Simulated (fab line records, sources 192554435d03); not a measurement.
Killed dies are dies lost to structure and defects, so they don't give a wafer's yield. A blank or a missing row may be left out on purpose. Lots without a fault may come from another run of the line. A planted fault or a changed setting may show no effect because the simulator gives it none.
Chamber matching | flow n5_finfet | N5_BEOL_M5_ALD_86 on ald_metal-01: 4 sister chambers
The step deposits TaN, pulse time 2 s, purge time 3 s, co reactant purge time 2 s. 20 wafers are shown with their chamber, then 10 later ones without.

WAFERS WITH THEIR CHAMBER
wafer  | chamber | heater_power_w (W)
L077.1 | 0       | 444
L077.2 | 2       | 412
L077.5 | 0       | 441
L079.2 | 2       | 410
L079.4 | 0       | 438
L079.5 | 0       | 443
L082.2 | 0       | 442
L082.3 | 1       | 414
L082.6 | 2       | 414
L084.4 | 0       | 438
L084.5 | 3       | 412
L084.6 | 2       | 422
L086.1 | 3       | 418
L086.2 | 2       | 417
L086.6 | 3       | 417
L088.1 | 1       | 404
L088.4 | 0       | 434
L088.5 | 2       | 424
L090.3 | 0       | 443
L090.4 | 3       | 406

SIGNATURES (means of the wafers above)
reading        | chamber 0 | chamber 1 | chamber 2 | chamber 3 | scatter within a chamber
heater_power_w | 440.38    | 409.00    | 416.50    | 413.25    | 4.86
Rule: a wafer's distance from a chamber is the root of the sum, over the readings, of the square of ((its reading less the chamber's mean) divided by the reading's scatter). The wafer belongs to the nearest chamber; if the next one is less than 2 further off, it can't be placed. The scatter: the root of (the sum of the squares of (reading less its chamber's mean) over the shown wafers, divided by (wafers less chambers)).

WAFERS WITHOUT THEIR CHAMBER
wafer  | heater_power_w (W)
L090.6 | 418
L092.1 | 411
L092.2 | 440
L092.3 | 412
L094.1 | 392
L094.4 | 404
L094.6 | 452
L096.3 | 447
L096.4 | 411
L096.6 | 437

WHICH CHAMBER EACH WENT THROUGH
wafer  | from the rows above          | in truth
L090.6 | can't be placed: 2 or 3 or 1 | 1
L092.1 | can't be placed: 1 or 3 or 2 | 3
L092.2 | 0                            | 0
L092.3 | can't be placed: 3 or 1 or 2 | 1
L094.1 | can't be placed: 1 or 3 or 2 | 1
L094.4 | can't be placed: 1 or 3 or 2 | 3
L094.6 | 0                            | 0
L096.3 | 0                            | 0
L096.4 | can't be placed: 1 or 3 or 2 | 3
L096.6 | 0                            | 0
Placed correctly: 4 of 10. Can't be placed from these rows: 6 (the true chamber is among the candidates in 6). Placed wrongly: 0.
